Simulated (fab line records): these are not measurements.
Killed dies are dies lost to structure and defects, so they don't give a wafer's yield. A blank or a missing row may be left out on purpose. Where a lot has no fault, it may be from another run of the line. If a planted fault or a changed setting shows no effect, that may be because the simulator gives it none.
Problem report in the 8D (eight disciplines) form, filled by code + flow n5_finfet + the parts of the form that need people (team, actions taken, sign-off) are left out

## 1. THE PROBLEM
heater_power_total_W at N5_SD_EPI_N_COAT_32 reads a mean of 846.3 W on 6 wafers of 2 lots; wafers without a fault read 500.4 W with a standard deviation of 1.8. So: +99 or more standard deviations from the usual mean.
The step: time 60 s, resist thk 350 nm.
Earliest sighting: wafer L519.3 on litho_track-02 at day 6 17:31. Wafers with a number at this step in the record: 30, from 10 lots. Rule for "out" (also "out of limits"): further than 4 standard deviations from the usual mean. The other wafers with a number count as sound.

## 2. WHAT IT IS, AND WHAT IT ISN'T
| question                    | is                                 | is not                                                                          |
|-----------------------------|------------------------------------|---------------------------------------------------------------------------------|
| which readings at this step | heater_power_total_W, plate_temp_C | -                                                                               |
| which lots                  | L519, L521                         | L504, L505, L509, L512, L514, L522, L524, L526                                  |
| which wafers of those lots  | all that have a number             | -                                                                               |
| read on which tools         | litho_track-02                     | litho_track-01, litho_track-05                                                  |
| when                        | from day 6 17:31                   | up to then (15 sound wafers); but 9 sound wafers of L522, L524, L526 came after |

## 3. THE SUSPECTS, EACH WITH WHAT RULES IT OUT
Counting: a tool stays on the suspect list if, at a process step up to the reading, it processed all lots that are out and no sound lot following the first of them.
- litho_track-02 at N5_SD_EPI_N_COAT_32 (time 60 s, resist thk 350 nm): kept. All lots that are out passed through it, beginning with L519 at day 6 17:31, and no sound lot followed; its final sound lot before that point was L514 at day 5 17:11. On those wafers its own readings are out: heater_power_total_W, plate_temp_C.
Left after counting: litho_track-02 at N5_SD_EPI_N_COAT_32.

## 4. THE CAUSE (what the simulator had put in)
Process parameters drifting: litho_track-02 at N5_SD_EPI_N_COAT_32, beginning at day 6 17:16. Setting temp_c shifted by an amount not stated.
The count eliminated every tool but this one.

## 5. THE CHAIN OF EFFECTS, in route order
Each row: a reading whose mean over the struck wafers that have a number lies more than 3 standard deviations from the usual. Only readings for which the record gives a usual standard deviation are gone through. hours: the time from each lot's start at the first step in this table that gives one to its start at this step, as a median over the lots. sigmas: the change in usual standard deviations.
| hours | step                | reading              | usual    | on struck wafers | change | sigmas      |
|-------|---------------------|----------------------|----------|------------------|--------|-------------|
| 0     | N5_SD_EPI_N_COAT_32 | heater_power_total_W | 500.4 W  | 846.3            | +345.9 | +99 or more |
| 0     | N5_SD_EPI_N_COAT_32 | plate_temp_C         | 250.02 C | 269.21           | +19.19 | +96         |
Process steps it contains:
- N5_SD_EPI_N_COAT_32: time 60 s, resist thk 350 nm.
At these later measuring or inspecting steps, every struck wafer for which the step has a row has a number for every such reading, and none has moved that far: N5_BEOL_M4_RC_MEAS_101.

## 6. HOW IT WOULD HAVE BEEN CAUGHT EARLIER
First out-of-limits reading in this record: day 6 17:31, which is 0 hours after fault onset at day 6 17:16.
